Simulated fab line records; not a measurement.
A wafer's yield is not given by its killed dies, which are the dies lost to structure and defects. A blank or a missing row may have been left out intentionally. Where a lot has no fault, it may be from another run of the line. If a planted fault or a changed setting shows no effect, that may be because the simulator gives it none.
fab line records	flow nandHarc
[record] lots = 24	wafers = 72	lastDay = 33
route steps=1302 shown A_ONON_D2@567 A_CHANNEL_HOLE_D2@584 A_CHANNEL_FILL_D2@620
lots that met no fault: from a run of the same line without faults
startH: hours from the record's opening day to when the first of the lot's shown wafers began	waitH: time in hours since the lot's previous step	" identical to the entry in the row above	L1.1+2: several wafers, shown together as one row	- value missing, or start not given	* or withheld: withheld	< > ~ a bound
route shown NAME@n: a module of which the file shows steps, and the number in the route of the first	usual: average and standard deviation across the fault-free wafers	same: alike in all rows	chamber/n: place in a boat	sites: readings site by site	_std_site: the values' standard deviation	_edge_site: inner sites' mean taken away from outer sites' mean	radiusMm: for every site, how far away it sits from the centre of the wafer	mask NAME#n: copy n	behind: the most recent tool/chamber to have shaped the wafer	hold: the reason the lot was held/the length of the hold in hours/how it ended	device: whichever transistor did not switch (one of n, p or np)	end of line: the same wafers' tests at the end of the route	step lacking rows: just its recipe	killed: dies that structure and defects cost at the first sort, which is not the same as the wafer's yield	map: a wafer's dies, marking killed ones x, the rest . and places with no die _
set.NAME: the setting that was run; set.NAME@STEP: the one run at that earlier step	model.NAME: the simulator's own value behind a step, which no gauge read
the route's steps for a sample of lots (tables are steps, rows are wafers)
services: the hour from which a tool's chamber was out of use, counted from the record's first day as startH (under 0 if before that day), plus the number of hours and why
[[steps]]
[step NHARC_A_ONON_D2_THK_MEAS_34]
[recipe] thkMeasGauge = ellipsometry
[usual] thkNm = 200.4/2.4
lot.wafer	tool	chamber	startH	waitH	thkNm
L074.1	filmMetro-02	-	289.20	-	199.5
L074.2	"	-	"	"	195.0
L074.3	"	-	"	"	196.5
L075.2	filmMetro-02	-	306.51	-	198.1
L075.4	"	-	"	"	200.8
L075.6	"	-	"	"	202.9
L076.2	filmMetro-02	-	306.52	-	196.8
L076.3	"	-	"	"	196.4
L076.6	"	-	"	"	199.9
L077.4	filmMetro-01	-	324.46	-	202.9
L077.5	"	-	"	"	203.1
L077.6	"	-	"	"	199.8
L078.3	filmMetro-01	-	324.73	-	201.3
L078.4	"	-	"	"	206.0
L078.6	"	-	"	"	203.3
L080.3	filmMetro-02	-	338.24	-	196.5
L080.4	"	-	"	"	203.0
L080.5	"	-	"	"	204.6
L079.1	filmMetro-01	-	338.25	-	199.5
L079.4	"	-	"	"	202.7
L079.5	"	-	"	"	199.6
L081.2	filmMetro-01	-	356.40	-	200.1
L081.3	"	-	"	"	203.2
L081.5	"	-	"	"	201.4
L082.2	filmMetro-02	-	366.30	-	199.5
L082.4	"	-	"	"	206.3
L082.5	"	-	"	"	200.6
L083.1	filmMetro-01	-	377.22	-	201.4
L083.5	"	-	"	"	201.7
L083.6	"	-	"	"	203.0
L084.1	filmMetro-01	-	377.49	-	199.6
L084.3	"	-	"	"	200.8
L084.6	"	-	"	"	198.7
L085.3	filmMetro-01	-	385.09	-	200.8
L085.4	"	-	"	"	202.8
L085.6	"	-	"	"	201.2
L087.1	filmMetro-01	-	409.15	-	198.5
L087.3	"	-	"	"	196.7
L087.4	"	-	"	"	201.5
L086.4	filmMetro-02	-	409.18	-	203.0
L086.5	"	-	"	"	201.7
L086.6	"	-	"	"	201.0
L088.2	filmMetro-01	-	430.61	-	199.8
L088.4	"	-	"	"	200.0
L088.5	"	-	"	"	202.3
L089.1	filmMetro-02	-	430.61	-	197.9
L089.3	"	-	"	"	198.1
L089.6	"	-	"	"	201.2
L090.1	filmMetro-01	-	450.61	-	200.2
L090.3	"	-	"	"	201.3
L090.4	"	-	"	"	203.5
L091.2	filmMetro-01	-	458.98	-	197.6
L091.3	"	-	"	"	196.3
L091.5	"	-	"	"	200.6
L092.1	filmMetro-01	-	476.41	-	199.6
L092.2	"	-	"	"	200.6
L092.4	"	-	"	"	202.5
L093.1	filmMetro-02	-	481.22	-	200.0
L093.3	"	-	"	"	195.9
L093.5	"	-	"	"	202.1
L094.2	filmMetro-01	-	481.24	-	196.2
L094.4	"	-	"	"	201.6
L094.6	"	-	"	"	201.9
L095.2	filmMetro-02	-	500.56	-	200.4
L095.4	"	-	"	"	200.1
L095.5	"	-	"	"	198.2
L097.2	filmMetro-02	-	509.01	-	198.0
L097.3	"	-	"	"	198.4
L097.4	"	-	"	"	203.4
L096.4	filmMetro-02	-	509.22	-	203.0
L096.5	"	-	"	"	201.3
L096.6	"	-	"	"	201.2
[step NHARC_A_CHANNEL_HOLE_D2_INSPECT_12]
[usual] rawDefectCount = 29/22
lot.wafer	tool	chamber	startH	waitH	rawDefectCount
L074.1	defectInspect-02	-	292.90	0.0	6
L074.2	"	-	"	"	5
L074.3	"	-	"	"	5
L076.2	defectInspect-02	-	309.39	0.0	9
L076.3	"	-	"	"	3
L076.6	"	-	"	"	6
L075.2	defectInspect-01	-	309.55	0.0	52
L075.4	"	-	"	"	58
L075.6	"	-	"	"	54
L077.4	defectInspect-02	-	327.46	0.0	56
L077.5	"	-	"	"	49
L077.6	"	-	"	"	53
L078.3	defectInspect-02	-	327.68	0.0	5
L078.4	"	-	"	"	2
L078.6	"	-	"	"	8
L079.1	defectInspect-01	-	341.02	0.0	7
L079.4	"	-	"	"	11
L079.5	"	-	"	"	7
L080.3	defectInspect-02	-	341.18	0.0	58
L080.4	"	-	"	"	65
L080.5	"	-	"	"	48
L081.2	defectInspect-01	-	359.70	0.0	5
L081.3	"	-	"	"	11
L081.5	"	-	"	"	13
L082.2	defectInspect-02	-	369.07	0.0	6
L082.4	"	-	"	"	7
L082.5	"	-	"	"	8
L083.1	defectInspect-02	-	384.27	1.6	14
L083.5	"	-	"	"	12
L083.6	"	-	"	"	17
L084.1	defectInspect-02	-	384.29	0.1	49
L084.3	"	-	"	"	43
L084.6	"	-	"	"	56
L085.3	defectInspect-02	-	390.17	0.0	64
L085.4	"	-	"	"	51
L085.6	"	-	"	"	69
L087.1	defectInspect-02	-	414.58	0.0	15
L087.3	"	-	"	"	9
L087.4	"	-	"	"	20
L086.4	defectInspect-01	-	416.05	0.0	55
L086.5	"	-	"	"	58
L086.6	"	-	"	"	47
L088.2	defectInspect-01	-	433.52	0.0	58
L088.4	"	-	"	"	59
L088.5	"	-	"	"	48
L089.1	defectInspect-02	-	435.03	0.0	10
L089.3	"	-	"	"	13
L089.6	"	-	"	"	14
L090.1	defectInspect-02	-	453.75	0.0	46
L090.3	"	-	"	"	59
L090.4	"	-	"	"	56
L091.2	defectInspect-02	-	463.99	0.0	10
L091.3	"	-	"	"	27
L091.5	"	-	"	"	22
L092.1	defectInspect-01	-	481.97	0.0	63
L092.2	"	-	"	"	67
L092.4	"	-	"	"	49
L093.1	defectInspect-02	-	484.51	0.0	45
L093.3	"	-	"	"	50
L093.5	"	-	"	"	52
L094.2	defectInspect-02	-	484.80	0.0	18
L094.4	"	-	"	"	25
L094.6	"	-	"	"	18
L095.2	defectInspect-01	-	505.31	0.0	6
L095.4	"	-	"	"	2
L095.5	"	-	"	"	4
L097.2	defectInspect-01	-	511.76	0.0	21
L097.3	"	-	"	"	23
L097.4	"	-	"	"	23
L096.4	defectInspect-01	-	512.91	0.0	6
L096.5	"	-	"	"	8
L096.6	"	-	"	"	6
[step NHARC_A_CHANNEL_HOLE_D2_ETCH_44]
[recipe] targetDepthA = 1400	overetchA = 140	timeS = 77	ionEnergyEv = 100	cf4FlowSccm = 80	o2FlowSccm = 20	arFlowSccm = 0	rfW = 300	biasW = 100	chemistry = CF4/O2
[usual] drypumpMotorCurrentA = 5.6/0.36	oesProductAu = 0.995/0.01	rfFwdPowerW = 297.7/1	rfVppV = 198.0/1.4	showerheadPlenumPTorr = 1.35/0.056	throttleValvePct = 13.397/0.0092
[same] timeS = 77
lot.wafer	tool	chamber	startH	waitH	drypumpMotorCurrentA	oesProductAu	rfFwdPowerW	rfHoursCounterH	rfVppV	showerheadPlenumPTorr	throttleValvePct
L074.1	rieDiel-05	0	301.24	0.0	5.5	1.020	297.3	3.4	197.5	1.31	13.385
L074.2	"	1	"	"	6.5	0.998	298.3	4.3	198.5	1.36	13.403
L074.3	"	2	"	"	6.1	1.003	297.2	4.9	200.0	1.43	13.389
L075.4	rieDiel-01	1	315.52	0.1	5.8	1.007	298.0	5.3	198.1	1.35	13.401
L075.2	"	2	"	"	5.5	0.981	298.2	6.3	197.8	1.31	13.393
L075.6	"	0	"	"	5.2	1.000	296.9	-	199.8	1.41	13.407
L076.3	rieDiel-10	0	315.62	0.1	5.4	0.978	295.8	2.3	196.3	1.25	13.392
L076.2	"	1	"	"	5.3	0.993	295.8	2.0	197.5	1.31	13.404
L076.6	"	2	"	"	5.4	1.004	297.2	-	200.2	1.40	13.402
L077.6	rieDiel-01	1	333.67	0.1	5.8	0.999	299.0	-	198.7	1.35	13.387
L077.4	"	2	"	"	5.5	0.985	297.6	-	196.8	1.31	13.392
L077.5	"	0	"	"	5.3	1.006	299.0	-	199.7	1.41	13.398
L078.3	rieDiel-10	0	333.67	0.1	5.4	0.976	295.1	2.7	195.7	1.25	13.389
L078.4	"	1	"	"	5.3	0.990	296.2	2.3	196.6	1.31	13.397
L078.6	"	0	"	"	5.4	0.973	296.9	-	194.4	1.25	13.407
L079.4	rieDiel-10	2	347.01	0.1	5.4	1.001	297.1	2.8	200.0	1.40	13.392
L079.1	"	3	"	"	6.0	0.998	298.3	3.8	198.7	1.40	13.392
L079.5	"	2	"	"	5.4	1.000	296.8	-	200.7	1.40	13.394
L080.4	rieDiel-01	0	347.41	0.1	5.2	1.014	299.2	9.5	198.5	1.41	13.394
L080.3	"	1	"	"	5.7	1.011	295.8	8.1	197.2	1.35	13.412
L080.5	"	1	"	"	5.8	1.007	297.2	-	197.3	1.35	13.389
L081.2	rieDiel-01	1	365.67	0.1	5.7	1.009	297.9	8.5	197.7	1.35	13.391
L081.3	"	2	"	"	5.5	0.981	297.1	9.7	197.0	1.31	13.401
L081.5	"	0	"	"	5.3	0.994	299.0	-	198.9	1.41	13.405
L082.2	rieDiel-10	2	377.41	0.1	5.4	0.985	297.9	6.2	198.7	1.40	13.414
L082.4	"	0	"	"	5.4	0.970	296.5	6.5	194.3	1.25	13.388
L082.5	"	2	"	"	5.4	0.988	298.7	-	198.6	1.40	13.395
L083.1	rieDiel-10	0	390.27	0.1	5.4	0.972	296.7	8.0	195.6	1.25	13.391
L083.6	"	1	"	"	5.3	1.004	298.0	-	196.9	1.31	13.401
L083.5	"	2	"	"	5.4	0.994	299.0	-	198.3	1.40	13.418
L084.1	rieDiel-10	2	394.41	0.1	5.4	1.007	297.1	7.5	199.1	1.40	13.394
L084.3	"	3	"	"	6.0	1.000	299.7	9.0	199.8	1.40	13.385
L084.6	"	1	"	"	5.2	1.007	295.9	-	197.4	1.31	13.402
L085.3	rieDiel-01	0	402.35	0.1	5.2	1.005	296.6	0.9	199.5	1.41	13.400
L085.4	"	1	"	"	5.8	1.007	298.0	1.1	197.7	1.35	13.426
L085.6	"	0	"	"	5.2	0.993	298.3	-	200.0	1.41	13.391
L087.1	rieDiel-01	1	420.54	0.0	5.7	0.998	297.5	2.0	197.6	1.35	13.389
L087.3	"	2	"	"	5.5	0.978	296.6	2.3	196.8	1.30	13.388
L087.4	"	3	"	"	6.1	0.990	296.4	2.1	196.5	1.28	13.394
L086.4	rieDiel-01	3	422.04	0.1	6.1	0.988	297.5	2.2	197.1	1.28	13.388
L086.6	"	0	"	"	5.2	0.998	298.3	-	198.6	1.41	13.407
L086.5	"	1	"	"	5.7	1.004	297.8	-	198.0	1.35	13.395
L088.2	rieDiel-01	3	439.52	0.1	6.1	0.997	296.9	3.4	195.7	1.28	13.405
L088.4	"	0	"	"	5.2	0.991	297.4	3.2	198.8	1.41	13.403
L088.5	"	1	"	"	5.7	1.003	297.4	-	198.6	1.35	13.388
L089.1	rieDiel-05	2	441.00	0.1	6.1	0.991	299.7	1.4	200.6	1.43	13.381
L089.3	"	3	"	"	5.5	1.000	297.5	1.3	198.3	1.32	13.417
L089.6	"	3	"	"	5.5	0.996	297.3	-	196.9	1.32	13.379
L090.3	rieDiel-05	2	460.23	0.1	6.1	0.999	297.7	1.8	199.8	1.43	13.404
L090.1	"	0	"	"	5.5	1.018	296.0	2.4	198.1	1.31	13.398
L090.4	"	1	"	"	6.5	0.997	297.4	2.5	198.7	1.36	13.389
L091.2	rieDiel-01	1	470.36	0.1	5.8	1.004	298.3	5.1	197.7	1.34	13.399
L091.3	"	3	"	"	6.1	0.999	297.0	5.5	197.8	1.28	13.406
L091.5	"	0	"	"	5.2	0.988	298.2	-	198.7	1.41	13.407
L092.4	rieDiel-05	2	487.98	0.0	6.1	0.991	297.7	4.9	199.2	1.43	13.402
L092.2	"	0	"	"	5.5	1.004	298.1	4.4	197.5	1.31	13.399
L092.1	"	1	"	"	6.5	0.989	298.2	4.9	197.5	1.36	13.400
L093.3	rieDiel-10	1	492.18	0.1	5.3	1.003	297.0	3.5	197.1	1.31	13.391
L093.1	"	2	"	"	5.4	1.004	297.3	3.7	199.0	1.40	13.397
L093.5	"	0	"	"	5.4	1.001	297.5	-	197.0	1.25	13.395
L094.4	rieDiel-10	1	495.58	0.1	5.2	0.998	299.0	3.7	197.3	1.31	13.402
L094.2	"	3	"	"	6.0	0.996	298.8	3.7	198.9	1.40	13.404
L094.6	"	1	"	"	5.3	1.002	297.5	-	198.0	1.31	13.379
L095.4	rieDiel-05	3	512.83	0.1	5.5	0.988	296.7	6.0	195.6	1.32	13.378
L095.2	"	0	"	"	5.5	1.014	296.7	6.4	196.4	1.31	13.403
L095.5	"	2	"	"	6.1	0.979	298.0	-	199.6	1.43	13.403
L097.4	rieDiel-01	1	517.73	0.0	5.7	1.000	299.9	7.4	198.0	1.34	13.404
L097.2	"	2	"	"	5.5	0.976	298.0	8.2	196.9	1.30	13.388
L097.3	"	0	"	"	5.2	0.990	298.6	8.3	199.6	1.41	13.405
L096.4	rieDiel-10	3	520.08	0.0	6.0	0.992	298.0	5.2	198.4	1.40	13.392
L096.5	"	3	"	"	6.0	0.990	297.7	-	200.0	1.40	13.388
L096.6	"	0	"	"	5.4	1.001	296.3	-	195.8	1.25	13.404
[step NHARC_A_CHANNEL_HOLE_D2_XSEM_32]
[recipe] landingEnergyEv = 35000
[usual] botCdNm = 73.7/1.1	bowNm = 8.60/0.23	tiltDeg = 0.08/0.049
[same] landingEnergyEv = 35000
lot.wafer	tool	chamber	startH	waitH	botCdNm	bowNm	tiltDeg
L074.1	xsem-01	0	302.14	0.1	72.6	8.55	0.05
L074.2	"	0	"	"	75.2	8.44	0.05
L074.3	"	0	"	"	72.8	8.49	0.05
L075.2	xsem-02	0	316.40	0.1	76.1	8.45	0.08
L075.4	"	0	"	"	74.1	8.42	0.08
L075.6	"	0	"	"	72.1	8.44	0.08
L076.2	xsem-01	0	316.49	0.1	74.4	8.92	0.12
L076.3	"	0	"	"	71.3	8.79	0.12
L076.6	"	0	"	"	72.7	8.86	0.12
L078.3	xsem-02	0	334.57	0.1	71.7	8.71	0.12
L078.4	"	0	"	"	72.9	8.74	0.12
L078.6	"	0	"	"	72.0	8.71	0.12
L077.4	xsem-01	0	334.66	0.1	74.0	8.78	0.04
L077.5	"	0	"	"	72.7	8.70	0.04
L077.6	"	0	"	"	73.3	8.72	0.04
L079.1	xsem-01	0	347.89	0.1	74.5	8.75	0.06
L079.4	"	0	"	"	73.2	8.79	0.06
L079.5	"	0	"	"	73.3	8.83	0.06
L080.3	xsem-02	0	348.31	0.1	73.6	8.68	0.01
L080.4	"	0	"	"	72.4	8.68	0.01
L080.5	"	0	"	"	72.9	8.67	0.01
L081.2	xsem-02	0	366.55	0.1	73.6	8.61	-0.03
L081.3	"	0	"	"	75.5	8.50	-0.03
L081.5	"	0	"	"	72.9	8.45	-0.03
L082.2	xsem-02	0	378.30	0.1	72.8	8.96	0.08
L082.4	"	0	"	"	72.7	8.84	0.08
L082.5	"	0	"	"	73.4	8.94	0.08
L083.1	xsem-01	0	391.16	0.1	73.9	8.11	0.11
L083.5	"	0	"	"	73.7	8.22	0.11
L083.6	"	0	"	"	75.5	8.14	0.12
L084.1	xsem-02	0	395.29	0.1	74.7	8.48	0.09
L084.3	"	0	"	"	74.1	8.44	0.09
L084.6	"	0	"	"	74.5	8.42	0.09
L085.3	xsem-02	0	403.25	0.1	72.0	8.40	0.11
L085.4	"	0	"	"	72.7	8.53	0.11
L085.6	"	0	"	"	72.4	8.45	0.11
L087.1	xsem-01	0	421.42	0.1	73.9	8.26	0.04
L087.3	"	0	"	"	73.9	8.24	0.04
L087.4	"	0	"	"	72.7	8.28	0.04
L086.4	xsem-02	0	422.92	0.1	73.1	8.48	0.09
L086.5	"	0	"	"	72.3	8.51	0.09
L086.6	"	0	"	"	72.3	8.39	0.09
L088.2	xsem-02	0	440.39	0.1	72.3	8.75	0.01
L088.4	"	0	"	"	74.3	8.79	0.01
L088.5	"	0	"	"	73.8	8.71	0.01
L089.1	xsem-01	0	441.88	0.1	74.2	8.18	0.10
L089.3	"	0	"	"	72.7	8.10	0.10
L089.6	"	0	"	"	73.2	8.23	0.10
L090.1	xsem-01	0	461.11	0.1	73.2	8.95	0.08
L090.3	"	0	"	"	73.4	8.98	0.08
L090.4	"	0	"	"	73.9	8.88	0.08
L091.2	xsem-02	0	471.26	0.1	74.8	8.92	0.16
L091.3	"	0	"	"	75.3	8.82	0.16
L091.5	"	0	"	"	75.6	8.91	0.16
L092.1	xsem-02	0	488.87	0.1	72.1	8.82	0.05
L092.2	"	0	"	"	74.0	8.82	0.05
L092.4	"	0	"	"	72.2	8.85	0.05
L093.1	xsem-01	0	493.04	0.1	74.0	8.49	0.19
L093.3	"	0	"	"	75.6	8.53	0.19
L093.5	"	0	"	"	71.8	8.44	0.19
L094.2	xsem-02	0	496.47	0.1	73.9	8.74	0.12
L094.4	"	0	"	"	74.6	8.69	0.12
L094.6	"	0	"	"	75.5	8.76	0.12
L095.2	xsem-01	0	513.71	0.1	73.6	8.65	0.02
L095.4	"	0	"	"	75.9	8.70	0.02
L095.5	"	0	"	"	73.5	8.64	0.02
L097.2	xsem-01	0	518.61	0.1	74.3	8.83	0.11
L097.3	"	0	"	"	73.3	8.83	0.11
L097.4	"	0	"	"	74.0	8.74	0.11
L096.4	xsem-02	0	520.99	0.1	74.5	8.37	0.12
L096.5	"	0	"	"	74.3	8.37	0.12
L096.6	"	0	"	"	73.8	8.37	0.11
[step NHARC_A_CHANNEL_FILL_D2_ETCHBACK_20]
[recipe] targetDepthA = 270	timeS = 13.5	c4f8FlowSccm = withheld	o2FlowSccm = 8	arFlowSccm = withheld	rfW = 600	biasW = 1500	chemistry = C4F8/O2/Ar
[usual] oesProductAu = 0.995/0.019	rfFwdPowerW = 587/3.3	rfVppV = 980/6.3
[same] timeS = 13.5
lot.wafer	tool	chamber	startH	waitH	oesProductAu	rfFwdPowerW	rfHoursCounterH	rfVppV
L074.2	rieDiel-07	3	329.24	-	0.927	584	1	972
L074.1	"	1	"	"	0.919	588	1	987
L074.3	"	2	"	"	0.932	585	1	978
L075.4	rieDiel-11	0	340.91	-	0.989	585	12	981
L075.2	"	1	"	"	0.992	586	14	967
L075.6	"	1	"	"	0.985	588	-	966
L076.3	rieDiel-07	3	340.91	-	0.992	585	1	971
L076.2	"	1	"	"	0.992	591	1	988
L076.6	"	0	"	"	0.986	586	-	971
L077.4	rieDiel-13	3	360.98	-	0.991	588	0	985
L077.6	"	3	"	"	1.001	586	-	984
L077.5	"	0	"	"	1.013	591	-	977
L078.4	rieDiel-07	2	360.98	-	1.006	587	2	978
L078.3	"	3	"	"	1.008	586	2	970
L078.6	"	3	"	"	1.006	585	-	973
L079.4	rieDiel-13	0	373.08	-	1.009	591	1	977
L079.1	"	1	"	"	1.013	591	1	987
L079.5	"	3	"	"	1.000	585	-	982
L080.3	rieDiel-07	1	373.10	-	1.020	590	2	987
L080.4	"	1	"	"	1.004	589	-	987
L080.5	"	0	"	"	1.000	583	-	971
L081.3	rieDiel-11	2	392.44	-	1.005	585	24	983
L081.2	"	0	"	"	0.997	584	20	982
L081.5	"	3	"	"	1.021	584	-	968
L082.4	rieDiel-13	1	412.82	-	1.002	590	2	986
L082.2	"	0	"	"	0.995	589	2	977
L082.5	"	2	"	"	1.011	582	-	983
L083.1	rieDiel-07	1	412.84	-	1.000	592	3	987
L083.5	"	3	"	"	1.000	582	-	972
L083.6	"	1	"	"	1.006	593	-	987
L084.3	rieDiel-13	3	421.33	-	0.982	586	3	984
L084.1	"	1	"	"	1.010	591	3	987
L084.6	"	3	"	"	0.996	584	-	984
L085.4	rieDiel-13	2	429.76	-	0.995	586	3	985
L085.3	"	3	"	"	0.988	583	3	985
L085.6	"	1	"	"	0.991	589	-	986
L087.3	rieDiel-13	0	446.00	-	0.995	595	3	979
L087.4	"	1	"	"	1.005	592	3	986
L087.1	"	2	"	"	1.014	584	3	984
L086.4	rieDiel-11	1	446.01	-	0.996	591	1	990
L086.5	"	1	"	"	1.001	588	-	987
L086.6	"	2	"	"	1.005	585	-	983
L089.3	rieDiel-07	2	464.80	-	1.002	585	3	977
L089.1	"	3	"	"	0.985	585	4	972
L089.6	"	3	"	"	0.992	586	-	971
L088.2	rieDiel-13	3	464.80	-	0.984	588	4	984
L088.4	"	2	"	"	1.017	583	4	984
L088.5	"	0	"	"	1.001	587	-	977
L090.3	rieDiel-13	3	488.08	-	0.983	585	5	985
L090.4	"	0	"	"	0.994	591	5	978
L090.1	"	1	"	"	0.998	591	4	985
L091.3	rieDiel-13	1	496.25	-	0.994	592	4	984
L091.2	"	3	"	"	0.987	584	5	984
L091.5	"	2	"	"	0.991	582	-	986
L092.4	rieDiel-07	1	513.39	-	0.999	591	1	988
L092.1	"	2	"	"	0.985	586	1	978
L092.2	"	0	"	"	0.991	586	1	972
L093.1	rieDiel-13	0	517.94	-	0.993	590	5	977
L093.3	"	3	"	"	0.984	584	6	983
L093.5	"	1	"	"	1.013	590	-	987
L094.2	rieDiel-07	2	517.95	-	1.001	584	1	976
L094.4	"	3	"	"	0.989	585	1	972
L094.6	"	2	"	"	0.999	585	-	977
L095.4	rieDiel-13	0	538.55	-	1.007	590	1	979
L095.2	"	1	"	"	0.992	595	1	986
L095.5	"	0	"	"	1.006	592	-	977
L097.3	rieDiel-13	1	545.20	-	1.014	592	1	986
L097.4	"	2	"	"	0.996	585	1	983
L097.2	"	3	"	"	1.002	584	1	985
L096.4	rieDiel-11	3	545.20	-	1.018	587	18	988
L096.6	"	3	"	"	1.007	587	-	988
L096.5	"	0	"	"	0.988	586	-	979
[step NHARC_A_CHANNEL_FILL_D2_THK_MEAS_06]
[recipe] thkMeasGauge = ellipsometry
[usual] thkNm = 5.0/1
lot.wafer	tool	chamber	startH	waitH	thkNm
L074.1	filmMetro-01	-	340.94	0.4	5.0
L074.2	"	-	"	"	5.3
L074.3	"	-	"	"	4.6
L075.2	filmMetro-02	-	352.77	0.4	5.8
L075.4	"	-	"	"	7.3
L075.6	"	-	"	"	6.1
L076.2	filmMetro-01	-	352.77	0.4	5.1
L076.3	"	-	"	"	4.3
L076.6	"	-	"	"	5.2
L078.3	filmMetro-02	-	372.66	0.4	3.9
L078.4	"	-	"	"	4.1
L078.6	"	-	"	"	3.8
L077.4	filmMetro-01	-	372.66	0.4	3.5
L077.5	"	-	"	"	5.8
L077.6	"	-	"	"	4.3
L080.3	filmMetro-01	-	385.01	0.4	2.7
L080.4	"	-	"	"	6.2
L080.5	"	-	"	"	4.7
L079.1	filmMetro-01	-	385.01	0.4	3.7
L079.4	"	-	"	"	4.2
L079.5	"	-	"	"	5.7
L081.2	filmMetro-02	-	403.80	0.4	6.8
L081.3	"	-	"	"	2.6
L081.5	"	-	"	"	3.3
L083.1	filmMetro-01	-	426.37	0.4	4.0
L083.5	"	-	"	"	4.8
L083.6	"	-	"	"	6.5
L082.2	filmMetro-02	-	426.37	0.4	5.7
L082.4	"	-	"	"	5.9
L082.5	"	-	"	"	6.2
L084.1	filmMetro-01	-	433.21	0.4	6.0
L084.3	"	-	"	"	6.2
L084.6	"	-	"	"	3.6
L085.3	filmMetro-02	-	445.98	0.4	4.4
L085.4	"	-	"	"	6.2
L085.6	"	-	"	"	4.4
L087.1	filmMetro-01	-	458.25	0.4	4.0
L087.3	"	-	"	"	5.4
L087.4	"	-	"	"	5.6
L086.4	filmMetro-02	-	458.25	0.4	5.6
L086.5	"	-	"	"	7.0
L086.6	"	-	"	"	4.7
L089.1	filmMetro-02	-	479.78	0.4	6.5
L089.3	"	-	"	"	5.6
L089.6	"	-	"	"	7.0
L088.2	filmMetro-01	-	479.78	0.4	4.6
L088.4	"	-	"	"	6.5
L088.5	"	-	"	"	5.1
L090.1	filmMetro-02	-	500.92	0.4	4.8
L090.3	"	-	"	"	5.4
L090.4	"	-	"	"	2.7
L091.2	filmMetro-02	-	508.27	0.4	6.3
L091.3	"	-	"	"	4.8
L091.5	"	-	"	"	5.2
L092.1	filmMetro-02	-	525.27	0.4	5.9
L092.2	"	-	"	"	3.7
L092.4	"	-	"	"	4.6
L094.2	filmMetro-02	-	529.46	0.4	5.6
L094.4	"	-	"	"	5.9
L094.6	"	-	"	"	6.6
L093.1	filmMetro-02	-	529.47	0.4	4.6
L093.3	"	-	"	"	5.2
L093.5	"	-	"	"	5.5
L095.2	filmMetro-02	-	550.71	0.4	5.9
L095.4	"	-	"	"	4.9
L095.5	"	-	"	"	5.1
L096.4	filmMetro-02	-	556.53	0.4	4.0
L096.5	"	-	"	"	5.6
L096.6	"	-	"	"	4.1
L097.2	filmMetro-02	-	556.53	0.4	6.4
L097.3	"	-	"	"	2.8
L097.4	"	-	"	"	4.0
[[services]]
tool	chamber	startH	hours	kind
rieDiel-07	-	294.20	9.0	pm
rieDiel-07	3	304.47	6.8	repair
rieDiel-01	3	319.09	25.3	repair
rieDiel-01	1	320.48	6.3	repair
rieDiel-10	1	327.78	4.2	repair
rieDiel-07	2	339.42	6.1	repair
rieDiel-13	-	342.00	9.0	pm
xsem-01	-	374.00	14.0	pm
rieDiel-01	2	375.48	1.9	repair
rieDiel-10	2	380.71	5.5	repair
rieDiel-01	2	380.91	2.3	repair
rieDiel-01	-	380.91	9.0	pm
rieDiel-13	1	381.71	9.6	repair
rieDiel-10	-	419.50	9.0	pm
rieDiel-01	0	430.54	1.4	repair
rieDiel-10	1	450.74	1.6	repair
rieDiel-13	-	451.47	1.2	repair
rieDiel-13	2	472.13	13.4	repair
rieDiel-01	3	487.43	14.9	repair
rieDiel-01	1	496.64	11.3	repair
rieDiel-10	2	504.28	4.7	repair
rieDiel-10	-	512.27	0.4	repair
rieDiel-13	-	519.00	9.0	pm
rieDiel-01	1	524.87	9.0	repair
[[key]]
fault none
